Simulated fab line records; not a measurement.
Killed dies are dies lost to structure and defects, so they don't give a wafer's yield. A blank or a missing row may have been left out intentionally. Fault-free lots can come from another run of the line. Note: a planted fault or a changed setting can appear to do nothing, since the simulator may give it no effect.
A struck lot beside a sound one / flow nand harc / 40 out of 1159 route steps
Sound: the wafers L145.1, L145.2, L145.3. Struck: wafers L142.1, L142.3, L142.4. Last of all comes the cause.
Each step with rows lists, per side, the tool, then ch with its chambers, then its first start. Under that, the readings that differ: sound wafers / struck wafers / difference of the means / sigmas: that difference in standard deviations of wafers without a fault.
alike: same words and numbers on both sides, and readings whose means sit less than 2 such deviations apart. not compared: any withheld reading, any reading some wafer has no value for, any bound like >300 that may hide the same value, and any number with overlapping values for which the record gives no deviation.
The two part at a step that has a row with sigmas, a row that says differs or no value, or rows on one side only. Numbers that don't overlap but have no deviation are shown without sigmas and don't part them. A reading that every wafer of one side lacks parts them only if that side has two wafers or more.

first, 4 steps without rows for these wafers: NHARC_A_STAIRCASE_ETCH_221 (etches the open film in C4F8/O2, target depth 100 nm, time 40.5 s); NHARC_A_STAIRCASE_TRIM_222 (chemistry O2, time 211.2 s); NHARC_A_STAIRCASE_ETCH_223 (etches the open film in C4F8/O2, target depth 100 nm, time 40.5 s); NHARC_A_STAIRCASE_TRIM_224 (chemistry O2, time 211.2 s).
NHARC_A_STAIRCASE_ETCH_225: etches the open film in C4F8/O2, target depth 100 nm, time 40.5 s.
  sound on rie diel-02 ch 1,2,3; struck on rie diel-02 ch 0,1,3
reading=rf hours counter h (h); sound=12 13 11; struck=6 6 6; difference=-6; sigmas=
  alike: oes product au, rf vpp V
NHARC_A_STAIRCASE_TRIM_226: chemistry O2, time 211.2 s.
  sound on rie diel-02 ch 1,2,3; struck on rie diel-02 ch 0,1,2
reading=rf hours counter h (h); sound=12 13 11; struck=6 6 6; difference=-6; sigmas=
  alike: drypump motor current A, oes product au, rf vpp V, showerhead plenum p Torr, throttle valve pct
then, 2 steps without rows for these wafers: NHARC_A_STAIRCASE_ETCH_227 (etches the open film in C4F8/O2, target depth 100 nm, time 40.5 s); NHARC_A_STAIRCASE_TRIM_229 (chemistry O2, time 211.2 s).
NHARC_A_STAIRCASE_ETCH_230: etches the open film in C4F8/O2, target depth 100 nm, time 40.5 s.
  sound on rie diel-02 ch 1,2,3; struck on rie diel-11 ch 0,1,2
reading=oes product au (a.u.); sound=0.953 0.959 0.950; struck=0.913 0.924 0.909; difference=-0.039; sigmas=-2
reading=rf hours counter h (h); sound=12 12 14; struck=50 54 58; difference=+41; sigmas=
  alike: rf vpp V
then, 1 step without rows for these wafers: NHARC_A_STAIRCASE_TRIM_231 (chemistry O2, time 211.2 s).
NHARC_A_STAIRCASE_ETCH_232: etches the open film in C4F8/O2, target depth 100 nm, time 40.5 s.
  sound on rie diel-02 ch 0,2,3; struck on rie diel-11 ch 0,2,3
reading=rf hours counter h (h); sound=14 14 12; struck=55 50 54; difference=+40; sigmas=
  alike: oes product au, rf vpp V
NHARC_A_STAIRCASE_TRIM_233: chemistry O2, time 211.2 s.
  sound on rie diel-02 ch 0,1,3, day 16 12:40; struck on rie diel-11 ch 0,2,3, day 15 16:51
reading=rf hours counter h (h); sound=12 14 14; struck=54 50 55; difference=+40; sigmas=
  alike: drypump motor current A, oes product au, rf vpp V, showerhead plenum p Torr, throttle valve pct
then, 22 steps without rows for these wafers: NHARC_A_STAIRCASE_ETCH_234 (etches the open film in C4F8/O2, target depth 100 nm, time 40.5 s); NHARC_A_STAIRCASE_TRIM_235 (chemistry O2, time 211.2 s); NHARC_A_STAIRCASE_ETCH_236 (etches the open film in C4F8/O2, target depth 100 nm, time 40.5 s); NHARC_A_STAIRCASE_STRIP_238 (strips in O2); NHARC_A_STAIRCASE_STRIP_239 (strips in SPM, time 900 s); NHARC_A_STAIRCASE_PRECLEAN_240 (cleans in SC1); NHARC_A_STAIRCASE_SRD_241; NHARC_A_STAIRCASE_DEHYDRATE_242 (time 120 s); NHARC_A_STAIRCASE_HMDS_243 (time 30 s); NHARC_A_STAIRCASE_COAT_244; NHARC_A_STAIRCASE_SOFTBAKE_245 (time 170 s); NHARC_A_STAIRCASE_EBR_246; NHARC_A_STAIRCASE_EXPOSE_247 (exposes mask SDS 1); NHARC_A_STAIRCASE_PEB_248 (peb time 130 s); NHARC_A_STAIRCASE_DEVELOP_249 (time 140 s); NHARC_A_STAIRCASE_HARDBAKE_251 (time 140 s); NHARC_A_STAIRCASE_DESCUM_252 (chemistry O2, time 3 s); NHARC_A_STAIRCASE_ETCH_253 (etches the open film in C4F8/O2, target depth 50 nm, time 20.2 s); NHARC_A_STAIRCASE_STRIP_254 (strips in O2); NHARC_A_STAIRCASE_STRIP_255 (strips in SPM, time 900 s); NHARC_A_STAIRCASE_PRECLEAN_256 (cleans in SC1); NHARC_A_STAIRCASE_SRD_257.
NHARC_A_STAIRCASE_HM_DEP_456: deposits aC, target thk 1500 nm.
  sound on acl dep-02 ch 0, day 16 17:20; struck on acl dep-03 ch 0, day 15 21:58
  alike: throttle valve pct
then, 4 steps without rows for these wafers: NHARC_A_STAIRCASE_DEP_259 (deposits SiON, target thk 30 nm); NHARC_A_STAIRCASE_DEHYDRATE_281 (time 120 s); NHARC_A_STAIRCASE_HMDS_282 (time 30 s); NHARC_A_STAIRCASE_COAT_283.
-- jump in the record: it breaks off in module A_STAIRCASE and resumes in module END (first step shown: number 1159 of the route), and 8 days separate the struck wafers' starts before and after --
NHARC_END_SORT_01:
  the record has rows for the struck wafers here (prober-01 ch 0, day 23 21:11) and none for the sound ones

WHERE THEY PART
At NHARC_A_STAIRCASE_ETCH_230 first; at NHARC_END_SORT_01 last (within this record only).

WHY: whatever the simulator had introduced
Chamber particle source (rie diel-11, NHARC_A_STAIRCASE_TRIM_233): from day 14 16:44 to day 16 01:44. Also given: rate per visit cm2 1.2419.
